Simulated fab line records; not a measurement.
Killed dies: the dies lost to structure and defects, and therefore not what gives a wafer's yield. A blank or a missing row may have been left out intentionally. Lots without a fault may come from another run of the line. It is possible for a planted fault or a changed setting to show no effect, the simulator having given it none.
Chamber matching :: flow nand_harc :: rie_diel-08 running NHARC_P_M0_ETCH_34: 4 sister chambers
The step etches the open film in N2/H2, target depth 40 nm, overetch 12 nm, time 43.94 s. 16 wafers are shown with their chamber, then 8 later ones without.

## WAFERS WITH THEIR CHAMBER
wafer: L075.2
chamber: 3
showerhead_plenum_p_Torr (Torr): 2.16
drypump_motor_current_A (A): 6.4
rf_vpp_V (V): 433.5

wafer: L075.4
chamber: 2
showerhead_plenum_p_Torr (Torr): 2.13
drypump_motor_current_A (A): 5.9
rf_vpp_V (V): 433.0

wafer: L075.5
chamber: 1
showerhead_plenum_p_Torr (Torr): 1.99
drypump_motor_current_A (A): 5.4
rf_vpp_V (V): 429.9

wafer: L077.1
chamber: 2
showerhead_plenum_p_Torr (Torr): 2.12
drypump_motor_current_A (A): 5.9
rf_vpp_V (V): 434.1

wafer: L077.4
chamber: 0
showerhead_plenum_p_Torr (Torr): 1.92
drypump_motor_current_A (A): 5.8
rf_vpp_V (V): 426.1

wafer: L077.5
chamber: 1
showerhead_plenum_p_Torr (Torr): 1.99
drypump_motor_current_A (A): 5.5
rf_vpp_V (V): 428.8

wafer: L078.2
chamber: 2
showerhead_plenum_p_Torr (Torr): 2.12
drypump_motor_current_A (A): 5.9
rf_vpp_V (V): 433.9

wafer: L078.3
chamber: 1
showerhead_plenum_p_Torr (Torr): 1.99
drypump_motor_current_A (A): 5.5
rf_vpp_V (V): 430.1

wafer: L078.4
chamber: 3
showerhead_plenum_p_Torr (Torr): 2.15
drypump_motor_current_A (A): 6.4
rf_vpp_V (V): 433.6

wafer: L082.1
chamber: 2
showerhead_plenum_p_Torr (Torr): 2.12
drypump_motor_current_A (A): 6.0
rf_vpp_V (V): 431.7

wafer: L082.4
chamber: 3
showerhead_plenum_p_Torr (Torr): 2.15
drypump_motor_current_A (A): 6.4
rf_vpp_V (V): 434.4

wafer: L082.6
chamber: 0
showerhead_plenum_p_Torr (Torr): 1.91
drypump_motor_current_A (A): 5.8
rf_vpp_V (V): 426.5

wafer: L085.1
chamber: 2
showerhead_plenum_p_Torr (Torr): 2.12
drypump_motor_current_A (A): 5.9
rf_vpp_V (V): 433.1

wafer: L085.4
chamber: 3
showerhead_plenum_p_Torr (Torr): 2.15
drypump_motor_current_A (A): 6.4
rf_vpp_V (V): 433.1

wafer: L085.5
chamber: 0
showerhead_plenum_p_Torr (Torr): 1.91
drypump_motor_current_A (A): 5.8
rf_vpp_V (V): 426.4

wafer: L092.2
chamber: 1
showerhead_plenum_p_Torr (Torr): 1.97
drypump_motor_current_A (A): 5.5
rf_vpp_V (V): 427.5

SIGNATURES, as means of the wafers listed above
reading: showerhead_plenum_p_Torr
chamber 0: 1.9133
chamber 1: 1.9850
chamber 2: 2.1220
chamber 3: 2.1525
scatter within a chamber: 0.00659

reading: drypump_motor_current_A
chamber 0: 5.800
chamber 1: 5.475
chamber 2: 5.920
chamber 3: 6.400
scatter within a chamber: 0.0359

reading: rf_vpp_V
chamber 0: 426.333
chamber 1: 429.075
chamber 2: 433.160
chamber 3: 433.650
scatter within a chamber: 0.859
Rule: a wafer's distance from a chamber is the root of the sum, over the readings, of the square of ((its reading less the chamber's mean) divided by the reading's scatter). The wafer belongs to the nearest chamber; if the next one is less than 2 further off, it can't be placed. How the scatter is found: for the shown wafers, subtract from each reading the mean of its chamber, square and add these, divide the total by (wafers less chambers), then take the root.

## WAFERS WHOSE CHAMBER IS MISSING
wafer: L092.3
showerhead_plenum_p_Torr (Torr): 2.11
drypump_motor_current_A (A): 5.9
rf_vpp_V (V): 431.9

wafer: L092.5
showerhead_plenum_p_Torr (Torr): 1.90
drypump_motor_current_A (A): 5.8
rf_vpp_V (V): 425.9

wafer: L093.2
showerhead_plenum_p_Torr (Torr): 1.97
drypump_motor_current_A (A): 5.4
rf_vpp_V (V): 428.8

wafer: L093.4
showerhead_plenum_p_Torr (Torr): 2.11
drypump_motor_current_A (A): 5.9
rf_vpp_V (V): 432.1

wafer: L093.5
showerhead_plenum_p_Torr (Torr): 2.11
drypump_motor_current_A (A): 5.9
rf_vpp_V (V): 432.7

wafer: L096.1
showerhead_plenum_p_Torr (Torr): 1.97
drypump_motor_current_A (A): 5.5
rf_vpp_V (V): 430.0

wafer: L096.3
showerhead_plenum_p_Torr (Torr): 1.89
drypump_motor_current_A (A): 5.8
rf_vpp_V (V): 426.1

wafer: L096.4
showerhead_plenum_p_Torr (Torr): 1.89
drypump_motor_current_A (A): 5.8
rf_vpp_V (V): 427.2

## CHAMBER TAKEN BY EACH
wafer: L092.3
from the rows above: 2
in truth: 2

wafer: L092.5
from the rows above: 0
in truth: 0

wafer: L093.2
from the rows above: 1
in truth: 1

wafer: L093.4
from the rows above: 2
in truth: 2

wafer: L093.5
from the rows above: 2
in truth: 2

wafer: L096.1
from the rows above: 1
in truth: 1

wafer: L096.3
from the rows above: 0
in truth: 0

wafer: L096.4
from the rows above: 0
in truth: 0
Correctly placed: 8 of 8. From these rows, 0 cannot be placed. Placed wrongly: 0.
